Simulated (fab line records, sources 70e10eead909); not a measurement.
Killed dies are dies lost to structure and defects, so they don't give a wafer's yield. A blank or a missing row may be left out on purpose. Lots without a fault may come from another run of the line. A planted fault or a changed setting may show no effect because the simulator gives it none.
Chamber matching | flow nand_harc | NHARC_A_CONTACT_DEP_58 on pecvd-04: 3 sister chambers
The step deposits SiON, target thk 90 nm. 20 wafers are shown with their chamber, then 10 later ones without.

WAFERS WITH THEIR CHAMBER
wafer  | chamber | heater_power_w (W) | susceptor_temp_C (C)
L075.1 | 0       | 707                | 400.37
L075.2 | 1       | 834                | 400.32
L075.3 | 2       | 826                | 399.71
L077.3 | 2       | 840                | 400.03
L077.5 | 1       | 841                | 399.67
L077.6 | 2       | 718                | 400.26
L080.3 | 1       | 832                | 399.78
L080.5 | 1       | 848                | 400.16
L080.6 | 2       | 862                | 400.03
L079.1 | 1       | 790                | 399.75
L079.3 | 0       | 681                | 399.84
L079.6 | 2       | 760                | 400.09
L081.1 | 1       | 832                | 399.91
L081.4 | 1       | 832                | 399.91
L081.6 | 2       | 832                | 400.31
L083.1 | 1       | 707                | 399.89
L083.2 | 2       | 849                | 399.66
L083.6 | 1       | 727                | 399.89
L085.2 | 2       | 844                | 400.01
L085.4 | 0       | 709                | 400.07

SIGNATURES (means of the wafers above)
reading          | chamber 0 | chamber 1 | chamber 2 | scatter within a chamber
heater_power_w   | 699.00    | 804.78    | 816.38    | 48.6
susceptor_temp_C | 400.0933  | 399.9200  | 400.0125  | 0.223
Rule: a wafer's distance from a chamber is the root of the sum, over the readings, of the square of ((its reading less the chamber's mean) divided by the reading's scatter). The wafer belongs to the nearest chamber; if the next one is less than 2 further off, it can't be placed. The scatter: the root of (the sum of the squares of (reading less its chamber's mean) over the shown wafers, divided by (wafers less chambers)).

WAFERS WITHOUT THEIR CHAMBER
wafer  | heater_power_w (W) | susceptor_temp_C (C)
L085.6 | 804                | 400.09
L087.1 | 681                | 400.28
L087.2 | 787                | 399.99
L087.5 | 696                | 400.14
L089.1 | 703                | 399.92
L089.4 | 742                | 400.05
L089.5 | 725                | 399.96
L096.1 | 836                | 400.15
L096.3 | 706                | 400.13
L096.4 | 717                | 399.78

WHICH CHAMBER EACH WENT THROUGH
wafer  | from the rows above          | in truth
L085.6 | can't be placed: 2 or 1 or 0 | 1
L087.1 | 0                            | 0
L087.2 | can't be placed: 1 or 2 or 0 | 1
L087.5 | 0                            | 0
L089.1 | can't be placed: 0 or 1 or 2 | 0
L089.4 | can't be placed: 0 or 1 or 2 | 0
L089.5 | can't be placed: 0 or 1 or 2 | 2
L096.1 | can't be placed: 2 or 1      | 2
L096.3 | 0                            | 0
L096.4 | can't be placed: 0 or 1 or 2 | 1
Placed correctly: 3 of 10. Can't be placed from these rows: 7 (the true chamber is among the candidates in 7). Placed wrongly: 0.
